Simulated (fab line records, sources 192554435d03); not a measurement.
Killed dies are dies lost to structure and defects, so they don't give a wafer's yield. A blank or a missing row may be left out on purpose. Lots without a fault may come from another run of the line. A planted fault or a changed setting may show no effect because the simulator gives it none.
fab line records | flow n5_finfet | part 1 of 2: steps 1 to 6 of 7
record lots=10 wafers=28 last_day=17
route steps=1938 shown STI_FIN_REVEAL@187 DUMMY_GATE@214 BEOL_M4@1111 PASSIVATION@1936
lots that met no fault: from a run of the same line without faults
start_h: hours from the record's first day to the start of the lot's first wafer shown | wait_h: hours since the lot's step before | " the same as in the row above | L1.1+2: a row that stands for several wafers | - no value, or no start given | * or withheld: withheld | < > ~ a bound
route shown NAME@n: a module of which the file shows steps, and the number in the route of the first | usual: mean/standard deviation of fault-free wafers | same: alike in all rows | chamber/n: place in a boat | sites: the reading at each site | _std_site: their standard deviation | _edge_site: outer sites' mean less inner sites' | radius_mm: how far each site lies from the wafer's centre | mask NAME#n: copy n | behind: the tool/chamber that last shaped the wafer | hold: why the lot was held/for how many hours/how that ended | device: the transistor (n, p or np) that didn't switch | end of line: the same wafers' tests at the end of the route | a step without rows: its recipe alone | killed: dies lost to structure and defects at the first sort, not the wafer's yield | map: a wafer's dies, x killed, . not, _ none there
set.NAME: the setting as run; set.NAME@STEP: as run at that earlier step | model.NAME: the simulator's own value behind a step, which no gauge read
steps of the route over a sample of lots; a table a step, a row a wafer
services: from which hour (start_h, from the record's first day; less than 0 if before it) a tool's chamber was out of use, for how many hours, and why
## steps
# step N5_STI_FIN_REVEAL_CMP_04
# recipe stop_on=Si3N4 t_overpolish_s=4 down_force_psi=2 platen_rpm=54.18 post_cmp_clean=alkaline_brush pad_velocity_m_s=1.078 target_thk_nm=131.83
# usual motor_current_A=8.1/0.93 overpolish_run_s=4.000/0.0091 time_to_endpoint_s=102/4.8
# columns lot.wafer tool chamber start_h wait_h motor_current_A overpolish_run_s time_to_endpoint_s
L809.4 cmp-03 3 34.61 0.0 8.6 4.006 93
L809.2 " 0 " " 8.6 4.014 93
L809.3 " 1 " " 8.3 4.003 96
L810.3 cmp-02 2 38.98 0.1 8.3 4.009 103
L810.5 " 1 " " 8.1 3.991 108
L811.2 cmp-03 3 45.86 0.1 8.8 4.004 93
L811.1 " 0 " " 8.8 3.999 92
L811.5 " 3 " " 8.6 3.997 94
L817.1 cmp-04 1 81.79 0.0 9.2 3.995 104
L817.3 " 2 " " 8.8 3.991 105
L817.6 " 2 " " 8.9 3.986 102
L819.3 cmp-04 0 95.61 0.1 6.9 4.014 104
L819.6 " 1 " " 9.4 3.998 105
L819.5 " 2 " " 8.7 4.002 106
L821.3 cmp-04 1 108.59 0.1 8.8 4.002 105
L821.4 " 2 " " 8.7 3.999 103
L821.1 " 3 " " 6.4 4.012 105
L822.3 cmp-02 0 112.61 0.1 6.7 3.993 102
L822.2 " 2 " " 8.1 4.009 101
L825.2 cmp-02 1 129.15 0.0 8.3 4.011 101
L825.1 " 3 " " 8.0 4.001 99
L825.3 " 0 " " 7.1 3.996 100
L826.4 cmp-03 0 135.12 0.0 8.9 4.001 104
L826.2 " 1 " " 8.1 3.992 103
L826.5 " 0 " " 8.9 4.002 103
L830.3 cmp-02 1 160.34 0.1 8.1 3.998 94
L830.2 " 2 " " 8.1 4.000 94
L830.5 " 0 " " 7.0 3.980 94
# step N5_STI_FIN_REVEAL_ETCHBACK_08
# recipe chemistry=C4F6/O2 target=SiO2 target_depth_a=305 time_s=10.167 ion_energy_ev=250 pressure_mtorr=30 source_w=345 bias_w=185 Ar_flow_sccm=300 C4F6_flow_sccm=10 O2_flow_sccm=10
# usual drypump_motor_current_A=5.7/0.69 oes_ar_750_au=0.80/0.098 oes_product_au=0.80/0.11 rf_vpp_V=662/12 showerhead_plenum_p_Torr=2.79/0.069 throttle_valve_pct=21.24/0.24
# columns lot.wafer tool chamber start_h wait_h drypump_motor_current_A oes_ar_750_au oes_product_au rf_hours_counter_h rf_vpp_V showerhead_plenum_p_Torr throttle_valve_pct
L809.2 rie_diel-03 2 35.14 0.2 4.8 0.70 0.69 238 680 2.79 20.93
L809.3 " 1 " " 6.6 0.73 0.72 172 641 2.74 21.42
L809.4 " 3 " " 6.5 0.70 0.69 228 674 2.72 21.35
L810.3 rie_diel-03 3 39.61 0.1 6.5 0.69 0.70 230 674 2.72 21.37
L810.5 " 2 " " 4.8 0.70 0.69 - 682 2.79 20.97
L811.1 rie_diel-06 0 46.36 0.2 5.2 0.92 0.93 14 673 2.81 21.20
L811.2 " 1 " " 4.8 0.86 0.88 48 672 2.77 21.12
L811.5 " 0 " " 5.2 0.92 0.93 - 673 2.81 21.21
L817.1 rie_diel-03 3 82.32 0.2 6.5 0.68 0.67 248 675 2.71 21.39
L817.3 " 1 " " 6.6 0.71 0.71 190 643 2.73 21.45
L817.6 " 0 " " 5.0 0.99 0.99 - 658 2.93 21.33
L819.3 rie_diel-03 0 96.10 0.1 5.0 0.95 0.95 8 661 2.93 21.31
L819.5 " 1 " " 6.6 0.70 0.70 - 644 2.73 21.46
L819.6 " 3 " " 6.5 0.68 0.68 - 675 2.71 21.38
L821.1 rie_diel-03 2 109.47 0.5 4.8 0.96 0.98 4 680 2.78 20.61
L821.3 " 0 " " 5.0 0.93 0.94 14 659 2.92 21.36
L821.4 " 2 " " 4.8 0.96 0.99 - 681 2.78 20.60
L822.2 rie_diel-06 3 113.36 0.3 6.7 0.69 0.69 243 658 2.79 21.38
L822.3 " 1 " " 4.8 0.84 0.86 68 673 2.77 21.15
L825.1 rie_diel-04 0 129.69 0.2 5.5 0.75 0.75 127 661 2.73 21.12
L825.2 " 2 " " 5.8 0.72 0.71 207 648 2.83 21.41
L825.3 " 3 " " 5.6 0.88 0.88 46 657 2.80 21.41
L826.2 rie_diel-04 2 135.94 0.3 5.8 0.73 0.70 210 650 2.83 21.41
L826.4 " 0 " " 5.5 0.75 0.76 129 661 2.73 21.11
L826.5 " 0 " " 5.5 0.75 0.76 - 660 2.73 21.10
L830.2 rie_diel-06 1 160.96 0.2 4.8 0.81 0.82 88 671 2.76 21.18
L830.3 " 3 " " 6.7 0.97 0.99 4 658 2.79 21.06
L830.5 " 3 " " 6.7 0.97 0.98 - 656 2.79 21.07
# step N5_STI_FIN_REVEAL_FIN_H_MEAS_10
# usual trench_depth_nm=52.0/0.86
# columns lot.wafer tool chamber start_h wait_h trench_depth_nm
L809.2 ocd-02 - 38.35 0.0 51.1
L809.3 " - " " 51.2
L809.4 " - " " 51.3
L810.3 ocd-02 - 42.92 0.0 51.8
L810.5 " - " " 52.8
L811.1 ocd-02 - 49.44 0.0 51.7
L811.2 " - " " 51.7
L811.5 " - " " 51.6
L817.1 ocd-02 - 85.82 0.0 47.5
L817.3 " - " " 47.9
L817.6 " - " " 48.0
L819.3 ocd-01 - 100.67 0.0 48.7
L819.5 " - " " 47.9
L819.6 " - " " 46.5
L821.1 ocd-01 - 112.43 0.0 49.4
L821.3 " - " " 48.9
L821.4 " - " " 48.9
L822.2 ocd-01 - 116.33 0.0 51.4
L822.3 " - " " 52.8
L825.1 ocd-02 - 132.64 0.0 51.4
L825.2 " - " " 51.6
L825.3 " - " " 52.7
L826.2 ocd-01 - 138.92 0.0 51.3
L826.4 " - " " 52.0
L826.5 " - " " 51.3
L830.2 ocd-02 - 164.06 0.0 52.6
L830.3 " - " " 51.8
L830.5 " - " " 52.3
# step N5_DUMMY_GATE_ALD_02
# recipe material=SiO2 target_thk_a=20 temp_c=300 ald_precursor_family=BDEAS ald_co_reactant=O2-plasma pulse_time_s=1 pressure_torr=2
# usual heater_power_w=461/47 precursor_pulse_height_rel=1.000/0.02
# columns lot.wafer tool chamber start_h wait_h heater_power_w precursor_pulse_height_rel since_wet_clean_h
L809.2 ald_sin-03 3 38.53 0.0 454 0.996 318
L809.3 " 1 " " 507 0.997 318
L809.4 " 3 " " 454 0.991 -
L810.3 ald_sin-02 0 43.10 0.0 376 0.999 140
L810.5 " 2 " " 456 1.008 -
L811.1 ald_sin-03 1 49.64 0.0 515 1.007 329
L811.2 " 3 " " 454 0.994 329
L811.5 " 1 " " 531 1.040 -
L817.1 ald_sin-04 2 86.02 0.0 485 1.023 78
L817.3 " 1 " " 496 0.986 78
L817.6 " 2 " " 476 0.982 -
L819.3 ald_sin-02 2 101.79 1.0 459 0.999 199
L819.5 " 3 " " 453 0.963 -
L819.6 " 0 " " 379 1.031 -
L821.1 ald_sin-04 3 112.61 0.0 512 0.974 105
L821.3 " 0 " " 376 0.949 105
L821.4 " 2 " " 492 0.966 105
L822.2 ald_sin-04 3 116.61 0.1 507 1.029 109
L822.3 " 0 " " 383 0.998 109
L825.1 ald_sin-03 2 132.82 0.0 532 1.010 33
L825.2 " 3 " " 435 0.967 33
L825.3 " 1 " " 512 1.011 33
L826.2 ald_sin-02 2 139.44 0.4 458 1.022 237
L826.4 " 1 " " 471 1.027 237
L826.5 " 3 " " 449 1.011 -
L830.2 ald_sin-02 3 164.25 0.0 456 1.009 262
L830.3 " 0 " " 389 0.984 262
L830.5 " 2 " " 480 1.001 -
# step N5_DUMMY_GATE_THK_MEAS_05
# usual thk_nm=71.7/1.1
# columns lot.wafer tool chamber start_h wait_h thk_nm
L809.2 film_metro-01 - 42.61 0.1 70.8
L809.3 " - " " 68.8
L809.4 " - " " 71.6
L810.3 film_metro-01 - 47.30 0.1 72.2
L810.5 " - " " 72.3
L811.1 film_metro-02 - 53.76 0.2 72.1
L811.2 " - " " 72.8
L811.5 " - " " 70.3
L817.1 film_metro-02 - 90.10 0.1 72.4
L817.3 " - " " 70.7
L817.6 " - " " 73.5
L819.3 film_metro-02 - 105.87 0.2 70.9
L819.5 " - " " 70.7
L819.6 " - " " 70.7
L821.1 film_metro-01 - 116.69 0.2 71.8
L821.3 " - " " 72.6
L821.4 " - " " 72.5
L822.2 film_metro-01 - 120.70 0.1 71.6
L822.3 " - " " 72.8
L825.1 film_metro-02 - 138.74 0.1 70.0
L825.2 " - " " 70.7
L825.3 " - " " 71.8
L826.2 film_metro-01 - 145.38 0.1 72.1
L826.4 " - " " 73.1
L826.5 " - " " 72.4
L830.2 film_metro-01 - 168.34 0.1 72.5
L830.3 " - " " 71.6
L830.5 " - " " 72.3
# step N5_BEOL_M4_RC_MEAS_101
# usual DIBL_N=36.0/1.6 DIBL_P=36.1/2 IOFF_N=0.160/0.029 IOFF_N_85C=3.1/0.48 IOFF_P=0.21/0.039 ION_N=675/13 ION_P=464/8.8 SS_N=71.5/0.58 SS_P=73.3/0.65 VT_N=250/3.3 VT_P=-249/3.6
# columns lot.wafer tool chamber start_h wait_h DIBL_N[mV/V] DIBL_P[mV/V] IOFF_N[nA/um] IOFF_N_85C[nA/um] IOFF_P[nA/um] ION_N[uA/um] ION_P[uA/um] SS_N[mV/dec] SS_P[mV/dec] VT_N[mV] VT_P[mV]
L809.2 prober-02 0 164.07 0.2 37.4 36.9 0.164 3.2 0.21 676 456 72.0 73.4 247 -252
L809.3 " 0 " " 35.6 34.9 0.128 2.6 0.19 659 454 71.5 73.0 251 -253
L809.4 " 0 " " 36.4 33.6 0.141 2.8 0.17 662 449 71.6 72.7 254 -255
L810.3 prober-01 0 169.61 0.3 37.5 36.4 0.174 3.4 0.24 666 460 71.8 74.0 251 -248
L810.5 " 0 " " 36.0 34.5 0.149 3.0 0.21 667 460 71.1 72.7 251 -250
L811.1 prober-01 0 175.16 0.0 34.1 34.5 0.128 2.5 0.17 666 456 72.0 72.5 252 -252
L811.2 " 0 " " 36.9 37.5 0.173 3.3 0.22 693 473 71.0 73.4 248 -248
L811.5 " 0 " " 33.7 33.5 0.118 2.4 0.15 665 452 71.2 72.2 255 -255
L817.1 prober-01 0 219.96 0.0 49.0 39.7 1.102 15.6 0.29 628 424 87.8 75.4 251 -250
L817.3 " 0 " " 40.5 39.5 0.331 5.6 0.36 614 422 77.7 77.1 256 -250
L817.6 " 0 " " 40.1 38.1 0.308 5.2 0.28 628 431 77.0 76.4 252 -252
L819.3 prober-02 0 234.71 0.3 41.7 38.3 0.354 6.1 0.27 634 432 77.7 73.4 249 -246
L819.5 " 0 " " 43.8 42.4 0.510 8.3 0.55 634 440 81.4 79.0 249 -242
L819.6 " 0 " " 44.0 42.0 0.452 7.5 0.41 628 428 78.5 76.1 248 -246
L821.1 prober-02 0 238.06 0.0 37.9 36.2 0.174 3.3 0.23 634 438 72.0 74.5 252 -252
L821.3 " 0 " " 39.2 37.5 0.223 4.1 0.27 632 440 73.1 74.4 251 -251
L821.4 " 0 " " 40.7 37.9 0.284 5.1 0.27 647 441 75.7 74.8 248 -249
L822.2 prober-01 0 238.45 0.2 35.6 34.9 0.155 3.0 0.22 652 457 71.7 72.7 250 -248
L822.3 " 0 " " 36.5 37.6 0.178 3.4 0.27 689 474 71.2 74.2 247 -246
L825.1 prober-02 0 267.89 0.0 34.5 34.8 0.138 2.8 0.19 657 455 71.2 72.6 252 -250
L825.2 " 0 " " 35.9 37.2 0.166 3.2 0.25 673 467 71.7 73.0 249 -246
L825.3 " 0 " " 35.9 36.8 0.171 3.3 0.23 682 470 71.7 73.5 246 -249
L826.2 prober-01 0 268.24 0.2 37.1 38.1 0.203 3.8 0.22 685 463 71.5 73.6 245 -248
L826.4 " 0 " " 35.7 36.5 0.154 3.0 0.20 661 463 71.4 73.8 248 -248
L826.5 " 0 " " 34.8 35.1 0.144 2.8 0.18 670 455 70.7 72.9 250 -253
L830.2 prober-02 0 294.61 0.2 31.8 33.0 0.115 2.4 0.18 667 461 70.8 72.4 256 -250
L830.3 " 0 " " 32.8 34.9 0.123 2.5 0.21 663 468 71.1 73.2 254 -246
L830.5 " 0 " " 35.6 37.3 0.171 3.4 0.24 681 471 71.3 73.8 249 -247
## key
first_sign step=N5_STI_FIN_REVEAL_FIN_H_MEAS_10 reading=trench_depth_nm direction=down sigmas=4.5 usual=52.0 struck=48.2
effect step=N5_BEOL_M4_RC_MEAS_101 reading=SS_N direction=up sigmas=11 usual=71.5 struck=77.9
effect step=N5_BEOL_M4_RC_MEAS_101 reading=IOFF_N direction=up sigmas=8.8 usual=0.160 struck=0.415 wafers_moved=8
effect step=N5_BEOL_M4_RC_MEAS_101 reading=IOFF_N_85C direction=up sigmas=7.5 usual=3.1 struck=6.8 wafers_moved=8
effect step=N5_BEOL_M4_RC_MEAS_101 reading=SS_P direction=up sigmas=3.7 usual=73.3 struck=75.7 wafers_moved=7
effect step=N5_BEOL_M4_RC_MEAS_101 reading=DIBL_N direction=up sigmas=3.6 usual=36.0 struck=41.9 wafers_moved=8
effect step=N5_BEOL_M4_RC_MEAS_101 reading=ION_P direction=down sigmas=3.5 usual=464 struck=433
effect step=N5_BEOL_M4_RC_MEAS_101 reading=ION_N direction=down sigmas=3.4 usual=675 struck=631
effect step=N5_BEOL_M4_RC_MEAS_101 reading=IOFF_P direction=up sigmas=2.9 usual=0.21 struck=0.33 wafers_moved=5
effect step=N5_BEOL_M4_RC_MEAS_101 reading=DIBL_P direction=up sigmas=1.5 usual=36.1 struck=39.1 wafers_moved=2
effect step=N5_PASSIVATION_PROBE_49 reading=sort_bin_4_leakage direction=up sigmas=99+ usual=0 struck=21.31 wafers_moved=6
met_at N5_STI_FIN_REVEAL_ETCHBACK_08
struck_lots L817,L819,L821
not_acting_at N5_STI_FIN_REVEAL_CMP_04,N5_DUMMY_GATE_ALD_02,N5_DUMMY_GATE_THK_MEAS_05
onset_between 39.61 82.32
fault kind=process_parameter_drift tool=rie_diel-03 chamber=- onset_h=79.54 steps=N5_STI_FIN_REVEAL_ETCHBACK_08 channel=time_s offset=* shape=step end_h=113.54 acts_in=* stated=*
